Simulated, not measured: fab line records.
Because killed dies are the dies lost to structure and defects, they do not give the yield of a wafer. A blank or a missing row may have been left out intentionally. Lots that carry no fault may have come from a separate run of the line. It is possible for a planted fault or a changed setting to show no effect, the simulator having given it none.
A lot that was struck, set against a sound lot ; flow nand_harc ; 15 steps out of a route of 1302
Sound: wafers L274.3, L274.4, L274.5. Struck: wafers L268.3, L268.4, L268.6. At the end, the cause is stated.
Per side, at each step with rows, come the tool, then ch with its chambers, and then its first start. Under that, the readings that differ: sound wafers ; struck wafers ; difference of the means ; sigmas: that difference in standard deviations of wafers without a fault.
alike: readings whose means differ by less than 2 such deviations, and words and numbers that are the same on both sides. not compared: withheld readings, readings that some wafer has no value for, bounds like >300 that may hide the same value, and numbers for which the record gives no deviation and whose values overlap.
A row with sigmas, a row that says differs or no value, or rows on one side alone: a step with any of these is where the two part. Numbers that have no deviation but don't overlap get no sigmas and don't part them. A reading missing from all wafers of one side parts the sides only when that side holds two or more wafers.

NHARC_P_M2_ETCH_35: etches the open film in N2/H2, target depth 40 nm, overetch 12 nm, time 43.94 s.
  sound on rie_diel-07 ch 0,1,3, day 14 10:13; struck on rie_diel-07 ch 1,2,3, day 11 15:25
  alike: bias_w, drypump_motor_current_A, oes_product_au, rf_vpp_V, showerhead_plenum_p_Torr, throttle_valve_pct
  not compared: rf_hours_counter_h
then, 1 step without rows for these wafers: NHARC_P_M2_ETCH_15 (etches the open film in C4F8/Ar, target depth 182.5 nm, time 91.2 s).
NHARC_P_M2_CD_MEAS_16:
  sound on cd_sem-03 at day 14 10:26; struck on cd_sem-02 at day 11 15:37
  alike: cd_nm
NHARC_P_M2_STRIP_18: strips in N2/H2.
  sound on rie_diel-12 ch 0,1, day 14 10:31; struck on rie_diel-09 ch 0,1,3, day 11 15:41
  alike: drypump_motor_current_A, oes_product_au, rf_vpp_V, showerhead_plenum_p_Torr, throttle_valve_pct
  not compared: rf_hours_counter_h
NHARC_P_M2_ETCH_28: etches the open film in CF4/N2, target depth 30 nm, time 72.99 s.
  sound: rie_diel-12 ch 0,2; struck: rie_diel-09 ch 1,2
  alike: bias_w, drypump_motor_current_A, oes_product_au, rf_vpp_V, showerhead_plenum_p_Torr, throttle_valve_pct
  not compared: rf_hours_counter_h
then, 2 steps without rows for these wafers: NHARC_P_M2_STRIP_19 (strips in post etch residue remover, time 600 s); NHARC_P_M2_DEGAS_29 (time 60 s).
NHARC_P_M2_PRE_CLEAN_30: time 30 s.
  sound on pvd_sputter-02; struck on pvd_sputter-02
  alike: heater_power_w
then, 3 steps without rows for these wafers: NHARC_P_M2_PVD_20 (deposits TaN, target thk 5 nm, time 8.06 s); NHARC_P_M2_PVD_21 (deposits Cu, target thk 30 nm, time 20.49 s); NHARC_P_M2_ECD_22 (material Cu, target thk 400 nm).
NHARC_P_M2_ANNEAL_31: time 90 s.
  sound on rtp_anneal-01 ch 0, day 14 11:59; struck on rtp_anneal-01 ch 0, day 11 17:10
  alike: anneal_temp_c_max, wafer_temp_C_max
NHARC_P_M2_CMP_23: polishes, t overpolish 20 s, target thk 144.3 nm.
  sound on cmp-04 ch 0,2, day 14 12:15; struck on cmp-03 ch 0,1,2, day 11 17:28
  no value came back on the struck wafers for edge_zone_pressure_frac, motor_current_A (A), retaining_ring_pressure_frac, time_to_endpoint_s (s); on the sound wafers edge_zone_pressure_frac reads 1.005 0.996 1.003
NHARC_P_M2_THK_MEAS_24: measures by xrf.
  sound on film_metro-02 at day 14 12:32; struck on film_metro-01 at day 11 17:44
reading;sound;struck;difference;sigmas
thk_nm (nm);144.2 146.1 146.1;404.7 405.3 401.7;+258.4;+99 or more
after that, 1 step had no rows for these wafers: NHARC_P_M2_SRD_25.

WHERE THEY PART
First at NHARC_P_M2_CMP_23; last, within this record, at NHARC_P_M2_THK_MEAS_24.

WHY: what the simulator had put in
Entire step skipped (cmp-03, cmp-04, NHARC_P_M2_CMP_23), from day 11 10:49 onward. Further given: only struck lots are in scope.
